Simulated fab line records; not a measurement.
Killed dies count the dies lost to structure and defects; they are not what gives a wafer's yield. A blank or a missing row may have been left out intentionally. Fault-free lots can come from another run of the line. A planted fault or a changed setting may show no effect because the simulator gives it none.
What tool caused it? || flow nandHarc || 72 wafers from 24 lots sampled at 3 of the route's 1302 steps

## WHAT THE GAUGES READ, wafer by wafer
NHARC_A_CHANNEL_HOLE_D2_CD_MEAS_31.
{"lot": "L074", "measured": "day 13 15:56", "on": "cdSem-01", "cdNm (nm)": "88.1 88.9 90.5"}
{"lot": "L075", "measured": "day 14 01:38", "on": "cdSem-02", "cdNm (nm)": "90.0 89.3 89.2"}
{"lot": "L076", "measured": "day 14 07:21", "on": "cdSem-02", "cdNm (nm)": "90.0 90.5 91.1"}
{"lot": "L077", "measured": "day 14 14:42", "on": "cdSem-03", "cdNm (nm)": "88.4 89.7 89.0"}
{"lot": "L079", "measured": "day 14 22:54", "on": "cdSem-02", "cdNm (nm)": "89.3 88.3 90.4"}
{"lot": "L078", "measured": "day 14 23:54", "on": "cdSem-01", "cdNm (nm)": "89.6 91.2 90.4"}
{"lot": "L080", "measured": "day 15 14:52", "on": "cdSem-01", "cdNm (nm)": "90.0 90.1 91.1"}
{"lot": "L081", "measured": "day 16 07:29", "on": "cdSem-03", "cdNm (nm)": "89.8 89.9 90.5"}
{"lot": "L082", "measured": "day 17 00:44", "on": "cdSem-01", "cdNm (nm)": "89.6 89.5 90.6"}
{"lot": "L083", "measured": "day 17 19:33", "on": "cdSem-03", "cdNm (nm)": "90.7 90.1 90.5"}
{"lot": "L085", "measured": "day 18 00:20", "on": "cdSem-03", "cdNm (nm)": "89.2 90.6 90.5"}
{"lot": "L084", "measured": "day 18 00:55", "on": "cdSem-02", "cdNm (nm)": "89.9 90.9 89.9"}
{"lot": "L086", "measured": "day 18 06:59", "on": "cdSem-03", "cdNm (nm)": "91.5 89.0 90.1"}
{"lot": "L087", "measured": "day 19 10:43", "on": "cdSem-02", "cdNm (nm)": "90.1 91.1 90.4"}
{"lot": "L088", "measured": "day 19 12:43", "on": "cdSem-02", "cdNm (nm)": "90.8 89.5 88.9"}
{"lot": "L089", "measured": "day 20 03:46", "on": "cdSem-02", "cdNm (nm)": "90.9 89.0 89.7"}
{"lot": "L091", "measured": "day 20 14:29", "on": "cdSem-03", "cdNm (nm)": "90.4 90.5 92.1"}
{"lot": "L090", "measured": "day 20 15:59", "on": "cdSem-03", "cdNm (nm)": "89.6 91.3 88.5"}
{"lot": "L092", "measured": "day 20 20:08", "on": "cdSem-01", "cdNm (nm)": "89.1 89.2 89.4"}
{"lot": "L093", "measured": "day 21 07:23", "on": "cdSem-01", "cdNm (nm)": "89.7 91.2 89.2"}
{"lot": "L094", "measured": "day 21 19:37", "on": "cdSem-01", "cdNm (nm)": "89.4 89.7 90.3"}
{"lot": "L095", "measured": "day 22 09:10", "on": "cdSem-03", "cdNm (nm)": "90.5 88.6 90.4"}
{"lot": "L096", "measured": "day 22 11:14", "on": "cdSem-02", "cdNm (nm)": "88.1 91.1 88.4"}
{"lot": "L097", "measured": "day 23 08:40", "on": "cdSem-03", "cdNm (nm)": "88.4 90.4 89.9"}

## WHAT TOOL EACH LOT RAN ON (gives the tool, then ch and the chambers of the sampled wafers, and finally the start)
{"lot": "L074", "NHARC_A_CHANNEL_HOLE_D2_ETCH_21": "harEtch-02 ch 1, day 13 10:55", "NHARC_A_CHANNEL_HOLE_D2_ETCH_26": "harEtch-02 ch 1, day 13 14:14"}
{"lot": "L075", "NHARC_A_CHANNEL_HOLE_D2_ETCH_21": "harEtch-01 ch 1, day 13 20:31", "NHARC_A_CHANNEL_HOLE_D2_ETCH_26": "harEtch-01 ch 1, day 13 23:53"}
{"lot": "L076", "NHARC_A_CHANNEL_HOLE_D2_ETCH_21": "harEtch-02 ch 0, day 14 02:19", "NHARC_A_CHANNEL_HOLE_D2_ETCH_26": "harEtch-02 ch 0, day 14 05:38"}
{"lot": "L077", "NHARC_A_CHANNEL_HOLE_D2_ETCH_21": "harEtch-02 ch 0,1, day 14 09:48", "NHARC_A_CHANNEL_HOLE_D2_ETCH_26": "harEtch-02 ch 0,1, day 14 13:04"}
{"lot": "L079", "NHARC_A_CHANNEL_HOLE_D2_ETCH_21": "harEtch-01 ch 0,1, day 14 18:01", "NHARC_A_CHANNEL_HOLE_D2_ETCH_26": "harEtch-01 ch 0,1, day 14 21:15"}
{"lot": "L078", "NHARC_A_CHANNEL_HOLE_D2_ETCH_21": "harEtch-02 ch 0,1, day 14 18:49", "NHARC_A_CHANNEL_HOLE_D2_ETCH_26": "harEtch-02 ch 0,1, day 14 22:10"}
{"lot": "L080", "NHARC_A_CHANNEL_HOLE_D2_ETCH_21": "harEtch-02 ch 0,1, day 15 09:46", "NHARC_A_CHANNEL_HOLE_D2_ETCH_26": "harEtch-02 ch 0,1, day 15 13:07"}
{"lot": "L081", "NHARC_A_CHANNEL_HOLE_D2_ETCH_21": "harEtch-02 ch 0,1, day 16 02:21", "NHARC_A_CHANNEL_HOLE_D2_ETCH_26": "harEtch-02 ch 0,1, day 16 05:43"}
{"lot": "L082", "NHARC_A_CHANNEL_HOLE_D2_ETCH_21": "harEtch-01 ch 0,1, day 16 19:41", "NHARC_A_CHANNEL_HOLE_D2_ETCH_26": "harEtch-01 ch 0,1, day 16 23:01"}
{"lot": "L083", "NHARC_A_CHANNEL_HOLE_D2_ETCH_21": "harEtch-02 ch 0,1, day 17 14:10", "NHARC_A_CHANNEL_HOLE_D2_ETCH_26": "harEtch-02 ch 0,1, day 17 17:32"}
{"lot": "L085", "NHARC_A_CHANNEL_HOLE_D2_ETCH_21": "harEtch-02 ch 0,1, day 17 19:16", "NHARC_A_CHANNEL_HOLE_D2_ETCH_26": "harEtch-02 ch 0,1, day 17 22:36"}
{"lot": "L084", "NHARC_A_CHANNEL_HOLE_D2_ETCH_21": "harEtch-01 ch 0,1, day 17 19:56", "NHARC_A_CHANNEL_HOLE_D2_ETCH_26": "harEtch-01 ch 0,1, day 17 23:13"}
{"lot": "L086", "NHARC_A_CHANNEL_HOLE_D2_ETCH_21": "harEtch-01 ch 0,1, day 18 01:56", "NHARC_A_CHANNEL_HOLE_D2_ETCH_26": "harEtch-01 ch 0,1, day 18 05:16"}
{"lot": "L087", "NHARC_A_CHANNEL_HOLE_D2_ETCH_21": "harEtch-02 ch 0,1, day 19 05:38", "NHARC_A_CHANNEL_HOLE_D2_ETCH_26": "harEtch-02 ch 0,1, day 19 08:59"}
{"lot": "L088", "NHARC_A_CHANNEL_HOLE_D2_ETCH_21": "harEtch-01 ch 1, day 19 07:36", "NHARC_A_CHANNEL_HOLE_D2_ETCH_26": "harEtch-01 ch 1, day 19 10:58"}
{"lot": "L089", "NHARC_A_CHANNEL_HOLE_D2_ETCH_21": "harEtch-01 ch 0,1, day 19 22:45", "NHARC_A_CHANNEL_HOLE_D2_ETCH_26": "harEtch-01 ch 0,1, day 20 02:03"}
{"lot": "L091", "NHARC_A_CHANNEL_HOLE_D2_ETCH_21": "harEtch-02 ch 0,1, day 20 09:22", "NHARC_A_CHANNEL_HOLE_D2_ETCH_26": "harEtch-02 ch 0,1, day 20 12:44"}
{"lot": "L090", "NHARC_A_CHANNEL_HOLE_D2_ETCH_21": "harEtch-01 ch 0,1, day 20 11:05", "NHARC_A_CHANNEL_HOLE_D2_ETCH_26": "harEtch-01 ch 0,1, day 20 14:20"}
{"lot": "L092", "NHARC_A_CHANNEL_HOLE_D2_ETCH_21": "harEtch-01 ch 0,1, day 20 15:03", "NHARC_A_CHANNEL_HOLE_D2_ETCH_26": "harEtch-01 ch 0,1, day 20 18:25"}
{"lot": "L093", "NHARC_A_CHANNEL_HOLE_D2_ETCH_21": "harEtch-02 ch 0,1, day 21 02:27", "NHARC_A_CHANNEL_HOLE_D2_ETCH_26": "harEtch-02 ch 0,1, day 21 05:43"}
{"lot": "L094", "NHARC_A_CHANNEL_HOLE_D2_ETCH_21": "harEtch-01 ch 0,1, day 21 14:35", "NHARC_A_CHANNEL_HOLE_D2_ETCH_26": "harEtch-01 ch 0,1, day 21 17:52"}
{"lot": "L095", "NHARC_A_CHANNEL_HOLE_D2_ETCH_21": "harEtch-02 ch 0,1, day 22 03:59", "NHARC_A_CHANNEL_HOLE_D2_ETCH_26": "harEtch-02 ch 0,1, day 22 07:19"}
{"lot": "L096", "NHARC_A_CHANNEL_HOLE_D2_ETCH_21": "harEtch-01 ch 0,1, day 22 06:04", "NHARC_A_CHANNEL_HOLE_D2_ETCH_26": "harEtch-01 ch 0,1, day 22 09:22"}
{"lot": "L097", "NHARC_A_CHANNEL_HOLE_D2_ETCH_21": "harEtch-01 ch 0,1, day 23 03:33", "NHARC_A_CHANNEL_HOLE_D2_ETCH_26": "harEtch-01 ch 0,1, day 23 06:55"}
- NHARC_A_CHANNEL_HOLE_D2_ETCH_21: etches the open film in C4F8/O2/Ar, time 514.3 s, target depth 1600 nm.
- NHARC_A_CHANNEL_HOLE_D2_ETCH_26: etches the open film in C4F8/O2/Ar, time 224.1 s, target depth 300 nm.

## WHAT THE TOOLS THEMSELVES READ (means of the sampled wafers that have a number; where no wafer has one, the mark that the record gives instead)
NHARC_A_CHANNEL_HOLE_D2_ETCH_21.
{"lot": "L074", "tool": "harEtch-02", "drypumpMotorCurrentA (A)": 5.1, "heBacksideLeakSccm (sccm)": 6.4, "showerheadPlenumPTorr (Torr)": 3.74, "throttleValvePct (%)": 32.158}
{"lot": "L075", "tool": "harEtch-01", "drypumpMotorCurrentA (A)": 5.3, "heBacksideLeakSccm (sccm)": 6.8, "showerheadPlenumPTorr (Torr)": 3.49, "throttleValvePct (%)": 32.159}
{"lot": "L076", "tool": "harEtch-02", "drypumpMotorCurrentA (A)": 5.8, "heBacksideLeakSccm (sccm)": 7.0, "showerheadPlenumPTorr (Torr)": 3.72, "throttleValvePct (%)": 32.159}
{"lot": "L077", "tool": "harEtch-02", "drypumpMotorCurrentA (A)": 5.6, "heBacksideLeakSccm (sccm)": 6.9, "showerheadPlenumPTorr (Torr)": 3.72, "throttleValvePct (%)": 32.154}
{"lot": "L079", "tool": "harEtch-01", "drypumpMotorCurrentA (A)": 6.0, "heBacksideLeakSccm (sccm)": 6.0, "showerheadPlenumPTorr (Torr)": 3.62, "throttleValvePct (%)": 32.150}
{"lot": "L078", "tool": "harEtch-02", "drypumpMotorCurrentA (A)": 5.5, "heBacksideLeakSccm (sccm)": 7.0, "showerheadPlenumPTorr (Torr)": 3.72, "throttleValvePct (%)": 32.158}
{"lot": "L080", "tool": "harEtch-02", "drypumpMotorCurrentA (A)": 5.6, "heBacksideLeakSccm (sccm)": 7.0, "showerheadPlenumPTorr (Torr)": 3.71, "throttleValvePct (%)": 32.150}
{"lot": "L081", "tool": "harEtch-02", "drypumpMotorCurrentA (A)": 5.3, "heBacksideLeakSccm (sccm)": 6.8, "showerheadPlenumPTorr (Torr)": 3.72, "throttleValvePct (%)": 32.150}
{"lot": "L082", "tool": "harEtch-01", "drypumpMotorCurrentA (A)": 5.7, "heBacksideLeakSccm (sccm)": 6.3, "showerheadPlenumPTorr (Torr)": 3.54, "throttleValvePct (%)": 32.158}
{"lot": "L083", "tool": "harEtch-02", "drypumpMotorCurrentA (A)": 5.5, "heBacksideLeakSccm (sccm)": 5.5, "showerheadPlenumPTorr (Torr)": 3.70, "throttleValvePct (%)": 32.156}
{"lot": "L085", "tool": "harEtch-02", "drypumpMotorCurrentA (A)": 5.3, "heBacksideLeakSccm (sccm)": 5.6, "showerheadPlenumPTorr (Torr)": 3.71, "throttleValvePct (%)": 32.159}
{"lot": "L084", "tool": "harEtch-01", "drypumpMotorCurrentA (A)": 6.1, "heBacksideLeakSccm (sccm)": 6.1, "showerheadPlenumPTorr (Torr)": 3.59, "throttleValvePct (%)": 32.159}
{"lot": "L086", "tool": "harEtch-01", "drypumpMotorCurrentA (A)": 5.7, "heBacksideLeakSccm (sccm)": 6.8, "showerheadPlenumPTorr (Torr)": 3.53, "throttleValvePct (%)": 32.153}
{"lot": "L087", "tool": "harEtch-02", "drypumpMotorCurrentA (A)": 5.3, "heBacksideLeakSccm (sccm)": 5.3, "showerheadPlenumPTorr (Torr)": 3.70, "throttleValvePct (%)": 32.158}
{"lot": "L088", "tool": "harEtch-01", "drypumpMotorCurrentA (A)": 5.3, "heBacksideLeakSccm (sccm)": 6.9, "showerheadPlenumPTorr (Torr)": 3.45, "throttleValvePct (%)": 32.145}
{"lot": "L089", "tool": "harEtch-01", "drypumpMotorCurrentA (A)": 5.7, "heBacksideLeakSccm (sccm)": 6.6, "showerheadPlenumPTorr (Torr)": 3.52, "throttleValvePct (%)": 32.160}
{"lot": "L091", "tool": "harEtch-02", "drypumpMotorCurrentA (A)": 5.3, "heBacksideLeakSccm (sccm)": 5.5, "showerheadPlenumPTorr (Torr)": 3.69, "throttleValvePct (%)": 32.159}
{"lot": "L090", "tool": "harEtch-01", "drypumpMotorCurrentA (A)": 6.0, "heBacksideLeakSccm (sccm)": 6.4, "showerheadPlenumPTorr (Torr)": 3.57, "throttleValvePct (%)": 32.154}
{"lot": "L092", "tool": "harEtch-01", "drypumpMotorCurrentA (A)": 6.0, "heBacksideLeakSccm (sccm)": 6.4, "showerheadPlenumPTorr (Torr)": 3.57, "throttleValvePct (%)": 32.158}
{"lot": "L093", "tool": "harEtch-02", "drypumpMotorCurrentA (A)": 5.6, "heBacksideLeakSccm (sccm)": 5.7, "showerheadPlenumPTorr (Torr)": 3.67, "throttleValvePct (%)": 32.161}
{"lot": "L094", "tool": "harEtch-01", "drypumpMotorCurrentA (A)": 6.0, "heBacksideLeakSccm (sccm)": 6.3, "showerheadPlenumPTorr (Torr)": 3.56, "throttleValvePct (%)": 32.165}
{"lot": "L095", "tool": "harEtch-02", "drypumpMotorCurrentA (A)": 5.6, "heBacksideLeakSccm (sccm)": 5.7, "showerheadPlenumPTorr (Torr)": 3.67, "throttleValvePct (%)": 32.157}
{"lot": "L096", "tool": "harEtch-01", "drypumpMotorCurrentA (A)": 6.0, "heBacksideLeakSccm (sccm)": 6.4, "showerheadPlenumPTorr (Torr)": 3.56, "throttleValvePct (%)": 32.148}
{"lot": "L097", "tool": "harEtch-01", "drypumpMotorCurrentA (A)": 6.0, "heBacksideLeakSccm (sccm)": 6.5, "showerheadPlenumPTorr (Torr)": 3.55, "throttleValvePct (%)": 32.151}

NHARC_A_CHANNEL_HOLE_D2_ETCH_26.
{"lot": "L074", "tool": "harEtch-02", "drypumpMotorCurrentA (A)": 5.1, "heBacksideLeakSccm (sccm)": 6.6, "showerheadPlenumPTorr (Torr)": 3.78, "throttleValvePct (%)": 24.581}
{"lot": "L075", "tool": "harEtch-01", "drypumpMotorCurrentA (A)": 5.3, "heBacksideLeakSccm (sccm)": 6.7, "showerheadPlenumPTorr (Torr)": 3.53, "throttleValvePct (%)": 24.587}
{"lot": "L076", "tool": "harEtch-02", "drypumpMotorCurrentA (A)": 5.8, "heBacksideLeakSccm (sccm)": 7.1, "showerheadPlenumPTorr (Torr)": 3.77, "throttleValvePct (%)": 24.583}
{"lot": "L077", "tool": "harEtch-02", "drypumpMotorCurrentA (A)": 5.6, "heBacksideLeakSccm (sccm)": 6.7, "showerheadPlenumPTorr (Torr)": 3.77, "throttleValvePct (%)": 24.584}
{"lot": "L079", "tool": "harEtch-01", "drypumpMotorCurrentA (A)": 6.0, "heBacksideLeakSccm (sccm)": 6.0, "showerheadPlenumPTorr (Torr)": 3.66, "throttleValvePct (%)": 24.580}
{"lot": "L078", "tool": "harEtch-02", "drypumpMotorCurrentA (A)": 5.6, "heBacksideLeakSccm (sccm)": 7.0, "showerheadPlenumPTorr (Torr)": 3.76, "throttleValvePct (%)": 24.583}
{"lot": "L080", "tool": "harEtch-02", "drypumpMotorCurrentA (A)": 5.5, "heBacksideLeakSccm (sccm)": 7.1, "showerheadPlenumPTorr (Torr)": 3.76, "throttleValvePct (%)": 24.583}
{"lot": "L081", "tool": "harEtch-02", "drypumpMotorCurrentA (A)": 5.3, "heBacksideLeakSccm (sccm)": 7.1, "showerheadPlenumPTorr (Torr)": 3.76, "throttleValvePct (%)": 24.590}
{"lot": "L082", "tool": "harEtch-01", "drypumpMotorCurrentA (A)": 5.7, "heBacksideLeakSccm (sccm)": 6.5, "showerheadPlenumPTorr (Torr)": 3.58, "throttleValvePct (%)": 24.589}
{"lot": "L083", "tool": "harEtch-02", "drypumpMotorCurrentA (A)": 5.6, "heBacksideLeakSccm (sccm)": 5.8, "showerheadPlenumPTorr (Torr)": 3.75, "throttleValvePct (%)": 24.584}
{"lot": "L085", "tool": "harEtch-02", "drypumpMotorCurrentA (A)": 5.3, "heBacksideLeakSccm (sccm)": 5.7, "showerheadPlenumPTorr (Torr)": 3.75, "throttleValvePct (%)": 24.585}
{"lot": "L084", "tool": "harEtch-01", "drypumpMotorCurrentA (A)": 6.0, "heBacksideLeakSccm (sccm)": 6.3, "showerheadPlenumPTorr (Torr)": 3.63, "throttleValvePct (%)": 24.578}
{"lot": "L086", "tool": "harEtch-01", "drypumpMotorCurrentA (A)": 5.7, "heBacksideLeakSccm (sccm)": 6.8, "showerheadPlenumPTorr (Torr)": 3.56, "throttleValvePct (%)": 24.575}
{"lot": "L087", "tool": "harEtch-02", "drypumpMotorCurrentA (A)": 5.3, "heBacksideLeakSccm (sccm)": 5.8, "showerheadPlenumPTorr (Torr)": 3.74, "throttleValvePct (%)": 24.587}
{"lot": "L088", "tool": "harEtch-01", "drypumpMotorCurrentA (A)": 5.3, "heBacksideLeakSccm (sccm)": 7.1, "showerheadPlenumPTorr (Torr)": 3.48, "throttleValvePct (%)": 24.589}
{"lot": "L089", "tool": "harEtch-01", "drypumpMotorCurrentA (A)": 5.7, "heBacksideLeakSccm (sccm)": 6.9, "showerheadPlenumPTorr (Torr)": 3.55, "throttleValvePct (%)": 24.579}
{"lot": "L091", "tool": "harEtch-02", "drypumpMotorCurrentA (A)": 5.3, "heBacksideLeakSccm (sccm)": 5.5, "showerheadPlenumPTorr (Torr)": 3.73, "throttleValvePct (%)": 24.579}
{"lot": "L090", "tool": "harEtch-01", "drypumpMotorCurrentA (A)": 6.0, "heBacksideLeakSccm (sccm)": 6.2, "showerheadPlenumPTorr (Torr)": 3.61, "throttleValvePct (%)": 24.582}
{"lot": "L092", "tool": "harEtch-01", "drypumpMotorCurrentA (A)": 6.0, "heBacksideLeakSccm (sccm)": 6.4, "showerheadPlenumPTorr (Torr)": 3.61, "throttleValvePct (%)": 24.584}
{"lot": "L093", "tool": "harEtch-02", "drypumpMotorCurrentA (A)": 5.6, "heBacksideLeakSccm (sccm)": 5.8, "showerheadPlenumPTorr (Torr)": 3.72, "throttleValvePct (%)": 24.588}
{"lot": "L094", "tool": "harEtch-01", "drypumpMotorCurrentA (A)": 6.1, "heBacksideLeakSccm (sccm)": 6.4, "showerheadPlenumPTorr (Torr)": 3.60, "throttleValvePct (%)": 24.589}
{"lot": "L095", "tool": "harEtch-02", "drypumpMotorCurrentA (A)": 5.6, "heBacksideLeakSccm (sccm)": 5.6, "showerheadPlenumPTorr (Torr)": 3.71, "throttleValvePct (%)": 24.590}
{"lot": "L096", "tool": "harEtch-01", "drypumpMotorCurrentA (A)": 6.0, "heBacksideLeakSccm (sccm)": 6.3, "showerheadPlenumPTorr (Torr)": 3.60, "throttleValvePct (%)": 24.588}
{"lot": "L097", "tool": "harEtch-01", "drypumpMotorCurrentA (A)": 6.0, "heBacksideLeakSccm (sccm)": 6.7, "showerheadPlenumPTorr (Torr)": 3.59, "throttleValvePct (%)": 24.582}

## THE ANSWER, worked out from the rows above alone
Rule: the usual values come from the lots themselves. Put in order of their means at a reading, lots are off if they are a third of the lots or fewer, leave a main group of 4 or more, and stand apart from it by a gap of 3 or more times the standard deviation of the main group's means; of several such gaps the widest counts. The tables above print the reading to a certain number of digits; a main group whose means all agree to those digits is not used. Also off: a lot with no number at a reading for which 4 or more lots have one. Any other lot the step has rows for is counted as sound. Order of review: gauges by route order, followed by the tools' own readings, for which a lot's mean as printed above is used. The first step at which some lot is off is used, and at that step the reading that is off furthest; a lot without a number counts as furthest.
None of the lots is off at any reading shown; this tells nothing.

## WHAT THE SIMULATOR PUT IN
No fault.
